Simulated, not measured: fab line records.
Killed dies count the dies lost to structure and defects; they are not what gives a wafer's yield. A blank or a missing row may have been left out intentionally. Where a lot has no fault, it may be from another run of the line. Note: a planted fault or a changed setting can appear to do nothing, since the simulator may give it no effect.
Matching of chambers / flow n5_finfet / pecvd-03 running N5_BEOL_M8_ILD_DEP_00: 3 sister chambers
The step deposits SiCOH lowk from DEMS/porogen, target thk 179.75 nm, time 33.4 s. 6 wafers are shown with their chamber, then 10 later ones without.

## WAFERS, EACH WITH ITS CHAMBER
wafer=L081.3; chamber=1; heater_power_outer_w (W)=133; throttle_valve_pct (%)=13.6
wafer=L081.6; chamber=1; heater_power_outer_w (W)=133; throttle_valve_pct (%)=13.6
wafer=L088.5; chamber=2; heater_power_outer_w (W)=203; throttle_valve_pct (%)=13.3
wafer=L088.6; chamber=0; heater_power_outer_w (W)=170; throttle_valve_pct (%)=13.1
wafer=L087.1; chamber=2; heater_power_outer_w (W)=199; throttle_valve_pct (%)=13.1
wafer=L087.2; chamber=0; heater_power_outer_w (W)=157; throttle_valve_pct (%)=13.1

## WAFERS WHOSE CHAMBER IS MISSING
wafer=L087.3; heater_power_outer_w (W)=112; throttle_valve_pct (%)=13.7
wafer=L090.2; heater_power_outer_w (W)=113; throttle_valve_pct (%)=13.0
wafer=L090.3; heater_power_outer_w (W)=194; throttle_valve_pct (%)=13.3
wafer=L090.6; heater_power_outer_w (W)=121; throttle_valve_pct (%)=13.6
wafer=L096.1; heater_power_outer_w (W)=95; throttle_valve_pct (%)=13.6
wafer=L096.3; heater_power_outer_w (W)=163; throttle_valve_pct (%)=13.2
wafer=L096.6; heater_power_outer_w (W)=128; throttle_valve_pct (%)=13.1
wafer=L097.3; heater_power_outer_w (W)=139; throttle_valve_pct (%)=13.5
wafer=L097.4; heater_power_outer_w (W)=86; throttle_valve_pct (%)=13.8
wafer=L097.6; heater_power_outer_w (W)=145; throttle_valve_pct (%)=13.2

## EACH ONE'S CHAMBER
wafer=L087.3; from the rows above=1; in truth=1
wafer=L090.2; from the rows above=can't be placed: 1 or 0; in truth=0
wafer=L090.3; from the rows above=2; in truth=2
wafer=L090.6; from the rows above=1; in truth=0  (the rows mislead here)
wafer=L096.1; from the rows above=1; in truth=1
wafer=L096.3; from the rows above=0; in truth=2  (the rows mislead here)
wafer=L096.6; from the rows above=can't be placed: 1 or 0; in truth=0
wafer=L097.3; from the rows above=1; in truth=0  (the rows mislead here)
wafer=L097.4; from the rows above=1; in truth=1
wafer=L097.6; from the rows above=can't be placed: 0 or 1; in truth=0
Correctly placed: 4 of 10. From these rows, 3 cannot be placed; in 3 the true chamber is one of the candidates. 3 placed wrongly.
How it was worked out, from the rows above alone: a wafer's distance from a chamber is the root of the sum, over the readings, of the square of ((its reading less the chamber's mean) divided by the reading's scatter). The wafer belongs to the nearest chamber; if the next one is less than 2 further off, it can't be placed. The mean given for a chamber averages the wafers shown for that chamber. The scatter is the square root of a quotient: the sum, over the shown wafers, of each reading's squared deviation from its chamber's mean, divided by wafers minus chambers.
